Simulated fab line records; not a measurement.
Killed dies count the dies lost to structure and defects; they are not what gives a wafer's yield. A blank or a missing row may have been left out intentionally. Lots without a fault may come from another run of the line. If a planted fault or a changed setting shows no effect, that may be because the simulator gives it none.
Problem report, 8D (eight disciplines) form, completed by code | flow nand harc | the parts of the form that need people (team, actions taken, sign-off) are left out

1. PROBLEM STATEMENT
thk nm at NHARC_A_ONON_D2_THK_MEAS_18 reads a mean of 605 nm on 1 wafer of 1 lot; wafers without a fault read 998 nm with a standard deviation of 10. Measured from the usual mean, that is -39 standard deviations.
The step: measures by ellipsometry.
Seen first at day 15 11:43 on film metro-01, wafer L263.3. The record holds 36 wafers of 12 lots with a number at this step. Rule for "out", or "out of limits": more than 4 standard deviations from the usual mean. Any other wafer with a number is counted as sound.

2. WHAT IT IS, AND WHAT IT ISN'T
question                    | is                | is not
which readings at this step | thk nm            | -
which lots                  | L263              | L257, L258, L259, L270, L273, L274, L275, L276, L278, L279, L280
which wafers of those lots  | L263.3            | L263.1, L263.6
read on which gauges        | film metro-01     | film metro-02
when                        | from day 15 11:43 | up to then (11 sound wafers); but 24 sound wafers of L270, L273, L274, L275, L276, L278, L279, L280 came after

3. WHAT RULES OUT EACH SUSPECT
Counting: any tool at a process step up to the reading remains a suspect provided it ran every lot that is out. Sound lots after the first of them don't rule it out here, since some wafers of a struck lot are sound.
- the gauge at NHARC_A_ONON_D2_THK_MEAS_18 has been ruled out. All the wafers that are out were read on film metro-01, but those of them that NHARC_END_SORT_01 has rows for are out there too, on other tools.
- rie si-03 at NHARC_A_DECK1_JOINT_ETCHBACK_07 (etches the open film in HBr, target depth 105 nm, time 26.9 s): kept. It ran the lot that is out, L263 (day 13 11:17).
- pecvd onon-02 at NHARC_A_ONON_D2_DEP_16 (target thk 1000 nm): kept. It ran the lot that is out, L263 (day 15 11:13); its last sound lot up to then is L258 (day 13 13:38).
- Within rie si-03 at NHARC_A_DECK1_JOINT_ETCHBACK_07: the wafers that are out ran in chamber 1; their sound lot-mates ran in chambers 2, 3.
What counting leaves: rie si-03 at NHARC_A_DECK1_JOINT_ETCHBACK_07 and pecvd onon-02 at NHARC_A_ONON_D2_DEP_16.

4. THE CAUSE (what the simulator had put in)
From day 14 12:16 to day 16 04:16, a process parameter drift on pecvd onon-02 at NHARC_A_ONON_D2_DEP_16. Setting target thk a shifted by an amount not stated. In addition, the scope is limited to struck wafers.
After counting, 2 suspects remain, this tool included.

5. THE EFFECT CHAIN, in route order
Rows list readings where the struck wafers' mean (over those with a number) sits beyond 3 standard deviations from the usual. Only readings for which the record gives a usual standard deviation are gone through. hours: the time from each lot's start at the first step in this table that gives one to its start at this step, as a median over the lots. sigmas: the change in usual standard deviations.
hours | step                        | reading         | usual  | on struck wafers | change | sigmas
0     | NHARC_A_ONON_D2_THK_MEAS_18 | thk nm          | 998 nm | 605              | -393   | -39
285   | NHARC_END_SORT_01           | killed at array | 54     | 675              | +621   | +37
285   | NHARC_END_SORT_01           | killed dies     | 58     | 677              | +619   | +39

6. WHAT WOULD HAVE CAUGHT IT SOONER
In this record the first reading out of limits at a measuring or inspecting step was taken at day 15 11:43, 23 hours after the fault began at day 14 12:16.
Of the tool readings at NHARC_A_ONON_D2_DEP_16 for which the record gives a usual standard deviation, none was out on any struck wafer, so an alarm limit of 4 standard deviations on them would not have fired.
By day 15 11:43, every lot that is out (1) had started NHARC_A_ONON_D2_DEP_16 on pecvd onon-02. Had the tool been put on hold then, not one of them would have been saved.
